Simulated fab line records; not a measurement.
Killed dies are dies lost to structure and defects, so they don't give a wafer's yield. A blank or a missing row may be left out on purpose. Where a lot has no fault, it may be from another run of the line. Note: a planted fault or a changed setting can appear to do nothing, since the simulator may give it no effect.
Chamber matching / flow n5-finfet / 4 sister chambers for N5_BEOL_M0_STRIP_140 on rie-diel-01
The step strips in CF4. 14 wafers are shown with their chamber, then 7 later ones without.

## WAFERS, EACH WITH ITS CHAMBER
wafer=L074.3; chamber=3; throttle-valve-pct (%)=13.85; oes-product-au (a.u.)=0.69; rf-fwd-power-W (W)=292.6
wafer=L074.4; chamber=1; throttle-valve-pct (%)=13.53; oes-product-au (a.u.)=0.83; rf-fwd-power-W (W)=294.1
wafer=L074.5; chamber=0; throttle-valve-pct (%)=13.40; oes-product-au (a.u.)=0.87; rf-fwd-power-W (W)=291.2
wafer=L077.4; chamber=2; throttle-valve-pct (%)=13.11; oes-product-au (a.u.)=0.93; rf-fwd-power-W (W)=291.3
wafer=L077.5; chamber=2; throttle-valve-pct (%)=13.11; oes-product-au (a.u.)=0.94; rf-fwd-power-W (W)=292.2
wafer=L077.6; chamber=1; throttle-valve-pct (%)=13.52; oes-product-au (a.u.)=0.83; rf-fwd-power-W (W)=293.3
wafer=L079.2; chamber=3; throttle-valve-pct (%)=13.87; oes-product-au (a.u.)=0.68; rf-fwd-power-W (W)=292.3
wafer=L079.3; chamber=2; throttle-valve-pct (%)=13.13; oes-product-au (a.u.)=0.94; rf-fwd-power-W (W)=293.3
wafer=L079.4; chamber=1; throttle-valve-pct (%)=13.56; oes-product-au (a.u.)=0.84; rf-fwd-power-W (W)=291.3
wafer=L080.2; chamber=0; throttle-valve-pct (%)=13.40; oes-product-au (a.u.)=0.86; rf-fwd-power-W (W)=291.8
wafer=L080.4; chamber=2; throttle-valve-pct (%)=13.13; oes-product-au (a.u.)=0.93; rf-fwd-power-W (W)=291.8
wafer=L080.5; chamber=3; throttle-valve-pct (%)=13.85; oes-product-au (a.u.)=0.69; rf-fwd-power-W (W)=293.4
wafer=L088.1; chamber=2; throttle-valve-pct (%)=13.18; oes-product-au (a.u.)=0.90; rf-fwd-power-W (W)=293.4
wafer=L088.3; chamber=3; throttle-valve-pct (%)=13.90; oes-product-au (a.u.)=0.68; rf-fwd-power-W (W)=291.3

SIGNATURES (means of the wafers above)
reading=throttle-valve-pct; chamber 0=13.4000; chamber 1=13.5367; chamber 2=13.1320; chamber 3=13.8675; scatter within a chamber=0.0241
reading=oes-product-au; chamber 0=0.8650; chamber 1=0.8333; chamber 2=0.9280; chamber 3=0.6850; scatter within a chamber=0.0114
reading=rf-fwd-power-W; chamber 0=291.500; chamber 1=292.900; chamber 2=292.400; chamber 3=292.400; scatter within a chamber=1
Rule: a wafer's distance from a chamber is the root of the sum, over the readings, of the square of ((its reading less the chamber's mean) divided by the reading's scatter). If the next closest chamber is less than 2 further off than the closest, the wafer can't be placed; otherwise it belongs to the closest. The scatter: the root of (the sum of the squares of (reading less its chamber's mean) over the shown wafers, divided by (wafers less chambers)).

## WAFERS WITH NO CHAMBER GIVEN
wafer=L088.4; throttle-valve-pct (%)=13.57; oes-product-au (a.u.)=0.82; rf-fwd-power-W (W)=292.4
wafer=L092.1; throttle-valve-pct (%)=13.90; oes-product-au (a.u.)=0.66; rf-fwd-power-W (W)=293.6
wafer=L092.4; throttle-valve-pct (%)=13.20; oes-product-au (a.u.)=0.87; rf-fwd-power-W (W)=294.9
wafer=L092.5; throttle-valve-pct (%)=13.42; oes-product-au (a.u.)=0.83; rf-fwd-power-W (W)=293.5
wafer=L097.2; throttle-valve-pct (%)=13.47; oes-product-au (a.u.)=0.82; rf-fwd-power-W (W)=291.3
wafer=L097.3; throttle-valve-pct (%)=13.93; oes-product-au (a.u.)=0.66; rf-fwd-power-W (W)=293.7
wafer=L097.5; throttle-valve-pct (%)=13.23; oes-product-au (a.u.)=0.87; rf-fwd-power-W (W)=293.6

## WHICH CHAMBER EACH ONE RAN IN
wafer=L088.4; from the rows above=1; in truth=1
wafer=L092.1; from the rows above=3; in truth=3
wafer=L092.4; from the rows above=2; in truth=2
wafer=L092.5; from the rows above=can't be placed: 0 or 1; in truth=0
wafer=L097.2; from the rows above=can't be placed: 1 or 0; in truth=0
wafer=L097.3; from the rows above=3; in truth=3
wafer=L097.5; from the rows above=can't be placed: 2 or 0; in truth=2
Placed correctly: 4 of 7. Not placeable from these rows: 3 (in 3, the candidates include the true chamber). Wrongly placed: 0.
